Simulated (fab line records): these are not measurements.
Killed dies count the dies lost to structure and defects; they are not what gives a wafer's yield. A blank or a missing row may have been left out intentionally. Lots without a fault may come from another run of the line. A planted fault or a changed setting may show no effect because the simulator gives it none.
Matching of chambers | flow n5-finfet | N5_MOL_CONTACT_COAG_ETCH_105 on rie-diel-01 has 4 sister chambers
The step etches SiARC in CF4, target depth 15.6 nm, time 26 s. 14 wafers are shown with their chamber, then 7 later ones without.

## EACH WAFER AND ITS CHAMBER
wafer  | chamber | throttle-valve-pct (%) | showerhead-plenum-p-Torr (Torr) | oes-product-au (a.u.)
L074.4 | 0       | 15.86                  | 2.06                            | 0.65
L074.5 | 3       | 15.49                  | 2.09                            | 0.81
L074.6 | 0       | 15.85                  | 2.06                            | 0.64
L076.1 | 2       | 15.78                  | 2.11                            | 0.62
L076.3 | 1       | 15.77                  | 2.14                            | 0.62
L076.4 | 0       | 15.86                  | 2.06                            | 0.64
L078.1 | 1       | 15.78                  | 2.14                            | 0.61
L078.2 | 0       | 15.88                  | 2.05                            | 0.64
L078.4 | 3       | 15.49                  | 2.09                            | 0.77
L080.1 | 1       | 15.78                  | 2.13                            | 0.61
L080.5 | 0       | 15.87                  | 2.05                            | 0.63
L080.6 | 3       | 15.50                  | 2.09                            | 0.76
L087.3 | 1       | 15.81                  | 2.13                            | 0.59
L087.4 | 1       | 15.83                  | 2.13                            | 0.60

SIGNATURES (means of the wafers above)
reading                  | chamber 0 | chamber 1 | chamber 2 | chamber 3 | scatter within a chamber
throttle-valve-pct       | 15.8640   | 15.7940   | 15.7800   | 15.4933   | 0.0176
showerhead-plenum-p-Torr | 2.0560    | 2.1340    | 2.1100    | 2.0900    | 0.0049
oes-product-au           | 0.6400    | 0.6060    | 0.6200    | 0.7800    | 0.0146
Rule: a wafer lies at a distance from a chamber equal to the root of the sum of squares, over the readings, of (its reading less the chamber's mean, divided by the reading's scatter). The wafer belongs to the nearest chamber; if the next one is less than 2 further off, it can't be placed. The scatter: take each reading less its chamber's mean, square it, sum over the shown wafers, divide by the number of wafers less the number of chambers, and take the root.

## WAFERS WITHOUT THEIR CHAMBER
wafer  | throttle-valve-pct (%) | showerhead-plenum-p-Torr (Torr) | oes-product-au (a.u.)
L087.6 | 15.91                  | 2.05                            | 0.63
L089.4 | 15.55                  | 2.08                            | 0.72
L089.5 | 15.93                  | 2.04                            | 0.61
L089.6 | 15.83                  | 2.13                            | 0.59
L090.3 | 15.95                  | 2.04                            | 0.61
L090.5 | 15.36                  | 2.10                            | 0.81
L090.6 | 15.84                  | 2.13                            | 0.59

## EACH ONE'S CHAMBER
wafer  | from the rows above | in truth
L087.6 | 0                   | 0
L089.4 | 3                   | 3
L089.5 | 0                   | 0
L089.6 | 1                   | 1
L090.3 | 0                   | 0
L090.5 | 3                   | 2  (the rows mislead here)
L090.6 | 1                   | 1
Correct placement for 6 of the 7. Not placeable from these rows: 0. 1 placed wrongly.
